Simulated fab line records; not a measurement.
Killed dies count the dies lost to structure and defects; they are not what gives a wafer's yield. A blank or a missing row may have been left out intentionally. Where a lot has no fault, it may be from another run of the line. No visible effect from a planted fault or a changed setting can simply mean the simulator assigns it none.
Matching of chambers ; flow n5-finfet ; rie-si-02 running N5_BEOL_M0_SAQP_MANDREL1_REMOVE_100: 4 sister chambers
The step chemistry HBr/Cl2/O2, target a-Si, stops on SiNx, bt time 10 s. 4 wafers are shown with their chamber, then 7 later ones without.

== WAFERS PAIRED WITH THEIR CHAMBERS ==
wafer;chamber;throttle-valve-pct (%)
L081.2;3;36.28
L084.6;1;36.80
L086.1;2;36.12
L086.3;0;37.03

== WAFERS WITHOUT THEIR CHAMBER ==
wafer;throttle-valve-pct (%)
L086.5;36.12
L092.3;36.80
L092.5;36.10
L092.6;36.79
L096.2;36.30
L096.4;37.04
L096.6;36.12

== EACH ONE'S CHAMBER ==
wafer;from the rows above;in truth
L086.5;2;2
L092.3;1;1
L092.5;2;2
L092.6;1;1
L096.2;3;3
L096.4;0;0
L096.6;2;2
Correct placement for 7 of the 7. From these rows, 0 cannot be placed. Wrongly placed: 0.
How it was worked out, from the rows above alone: a wafer's distance from a chamber is the root of the sum, over the readings, of the square of ((its reading less the chamber's mean) divided by the reading's scatter). The wafer belongs to the nearest chamber; if the next one is less than 2 further off, it can't be placed. For every chamber, the mean is computed from those of its wafers that are shown. The scatter: root of mean squared gap, hidden wafer to nearest shown wafer, with one shown wafer a chamber.
